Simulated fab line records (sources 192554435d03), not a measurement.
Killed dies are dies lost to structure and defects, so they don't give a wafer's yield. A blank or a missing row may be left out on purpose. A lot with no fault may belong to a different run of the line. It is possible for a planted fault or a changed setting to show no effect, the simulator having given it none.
Matching of chambers :: flow n5 finfet :: N5_BEOL_M10_DEP_56 on pecvd-03: 3 sister chambers
The step deposits SiCN from 3MS/NH3, target thk 15 nm, time 26.5 s. 6 wafers are shown with their chamber, then 11 later ones without.

## EACH WAFER AND ITS CHAMBER
wafer: L084.4
chamber: 1
throttle valve pct (%): 9.7
showerhead plenum p Torr (Torr): 3.661

wafer: L084.6
chamber: 2
throttle valve pct (%): 8.5
showerhead plenum p Torr (Torr): 3.676

wafer: L085.1
chamber: 2
throttle valve pct (%): 8.6
showerhead plenum p Torr (Torr): 3.677

wafer: L085.3
chamber: 0
throttle valve pct (%): 8.7
showerhead plenum p Torr (Torr): 3.697

wafer: L085.5
chamber: 1
throttle valve pct (%): 10.0
showerhead plenum p Torr (Torr): 3.666

wafer: L087.2
chamber: 0
throttle valve pct (%): 8.3
showerhead plenum p Torr (Torr): 3.708

## WAFERS WITH NO CHAMBER GIVEN
wafer: L087.5
throttle valve pct (%): 8.3
showerhead plenum p Torr (Torr): 3.697

wafer: L087.6
throttle valve pct (%): 9.8
showerhead plenum p Torr (Torr): 3.658

wafer: L091.2
throttle valve pct (%): 9.7
showerhead plenum p Torr (Torr): 3.664

wafer: L091.3
throttle valve pct (%): 9.6
showerhead plenum p Torr (Torr): 3.653

wafer: L091.5
throttle valve pct (%): 8.5
showerhead plenum p Torr (Torr): 3.679

wafer: L090.3
throttle valve pct (%): 8.9
showerhead plenum p Torr (Torr): 3.682

wafer: L090.4
throttle valve pct (%): 8.5
showerhead plenum p Torr (Torr): 3.700

wafer: L090.6
throttle valve pct (%): 8.5
showerhead plenum p Torr (Torr): 3.672

wafer: L097.2
throttle valve pct (%): 10.0
showerhead plenum p Torr (Torr): 3.665

wafer: L097.3
throttle valve pct (%): 8.5
showerhead plenum p Torr (Torr): 3.706

wafer: L097.6
throttle valve pct (%): 8.4
showerhead plenum p Torr (Torr): 3.705

## WHICH CHAMBER EACH WENT THROUGH
wafer: L087.5
from the rows above: 0
in truth: 0

wafer: L087.6
from the rows above: 1
in truth: 1

wafer: L091.2
from the rows above: 1
in truth: 1

wafer: L091.3
from the rows above: 1
in truth: 1

wafer: L091.5
from the rows above: 2
in truth: 2

wafer: L090.3
from the rows above: 2
in truth: 2

wafer: L090.4
from the rows above: 0
in truth: 0

wafer: L090.6
from the rows above: 2
in truth: 2

wafer: L097.2
from the rows above: 1
in truth: 1

wafer: L097.3
from the rows above: 0
in truth: 0

wafer: L097.6
from the rows above: 0
in truth: 0
Correct placement for 11 of the 11. Left unplaced by these rows: 0. Placed wrongly: 0.
How it was worked out, from the rows above alone: a wafer's distance from a chamber is the root of the sum, over the readings, of the square of ((its reading less the chamber's mean) divided by the reading's scatter). If the next closest chamber is less than 2 further off than the closest, the wafer can't be placed; otherwise it belongs to the closest. A chamber's mean is the mean of its shown wafers. The scatter is the square root of a quotient: the sum, over the shown wafers, of each reading's squared deviation from its chamber's mean, divided by wafers minus chambers.
